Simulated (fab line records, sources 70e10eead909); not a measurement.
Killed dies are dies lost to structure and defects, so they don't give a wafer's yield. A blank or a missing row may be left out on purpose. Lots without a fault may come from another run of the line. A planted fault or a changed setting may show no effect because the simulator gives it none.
A struck lot beside a sound one | flow nand_harc | 15 steps out of a route of 1302
Sound: wafers L526.1, L526.3, L526.6. Struck: wafers L531.2, L531.3, L531.5. The cause comes at the end.
At each step with rows: each side's tool, then ch and its chambers, then its first start. Under that, the readings that differ: sound wafers | struck wafers | difference of the means | sigmas: that difference in standard deviations of wafers without a fault.
alike: readings whose means differ by less than 2 such deviations, and words and numbers that are the same on both sides. not compared: withheld readings, readings that some wafer has no value for, bounds like >300 that may hide the same value, and numbers for which the record gives no deviation and whose values overlap.
The two part at a step that has a row with sigmas, a row that says differs or no value, or rows on one side only. Numbers that don't overlap but have no deviation are shown without sigmas and don't part them. A reading that every wafer of one side lacks parts them only if that side has two wafers or more.

NHARC_THIN_TSV_DEP_43: deposits SiO2, target thk 1328.5 nm.
  sound on pecvd-03 ch 1,2, day 24 01:32; struck on pecvd-02 ch 0,1, day 26 06:10
  alike: showerhead_vpp_V, throttle_valve_pct
then, 8 steps without rows for these wafers: NHARC_THIN_TSV_DEHYDRATE_04 (time 120 s); NHARC_THIN_TSV_HMDS_05 (time 30 s); NHARC_THIN_TSV_COAT_06; NHARC_THIN_TSV_SOFTBAKE_07 (time 95 s); NHARC_THIN_TSV_EBR_08; NHARC_THIN_TSV_EXPOSE_09 (exposes mask TSV); NHARC_THIN_TSV_PEB_10 (peb time 85 s); NHARC_THIN_TSV_DEVELOP_11 (time 70 s).
NHARC_THIN_TSV_CD_MEAS_12: target cd 1000 nm.
  sound on cd_sem-01 ch 0, day 24 02:14; struck on cd_sem-02 ch 0, day 26 06:59
  alike: cd_nm
then, 1 step without rows for these wafers: NHARC_THIN_TSV_HARDBAKE_13 (time 80 s).
NHARC_THIN_TSV_DESCUM_14: chemistry O2, time 3 s.
  sound on rie_diel-03 ch 2,3, day 24 02:23; struck on rie_diel-03 ch 0,2, day 26 07:10
  alike: drypump_motor_current_A, oes_product_au, rf_vpp_V, showerhead_plenum_p_Torr, throttle_valve_pct
  not compared: rf_hours_counter_h
NHARC_THIN_TSV_ETCH_44: etches the open film in CF4/O2, target depth 1594.2 nm, time 797.1 s.
  sound on rie_diel-03 ch 1,2,3, day 24 02:30; struck on rie_diel-03 ch 0,1,3, day 26 07:21
  no value came back on the struck wafers for any of 7 readings (bias_w (W), cf4_flow_sccm (sccm) and others); on the sound wafers bias_w (W) reads 805.0 796.2 799.3
  not compared: rf_hours_counter_h
NHARC_THIN_TSV_ETCH_15: target depth 3000 nm, bosch target overetch cycles 2, bosch etch step 2.8 s.
  sound on rie_si-04 ch 1,2, day 24 03:11; struck on rie_si-01 ch 0,3, day 26 07:49
  alike: drypump_motor_current_A, he_backside_leak_sccm
  not compared: rf_hours_counter_h
NHARC_END_SORT_01:
  the record has rows for the struck wafers here (prober-02 ch 0, day 27 01:37) and none for the sound ones

WHERE THEY PART
First at NHARC_THIN_TSV_ETCH_44; last, within this record, at NHARC_END_SORT_01.

WHY: what the simulator had put in
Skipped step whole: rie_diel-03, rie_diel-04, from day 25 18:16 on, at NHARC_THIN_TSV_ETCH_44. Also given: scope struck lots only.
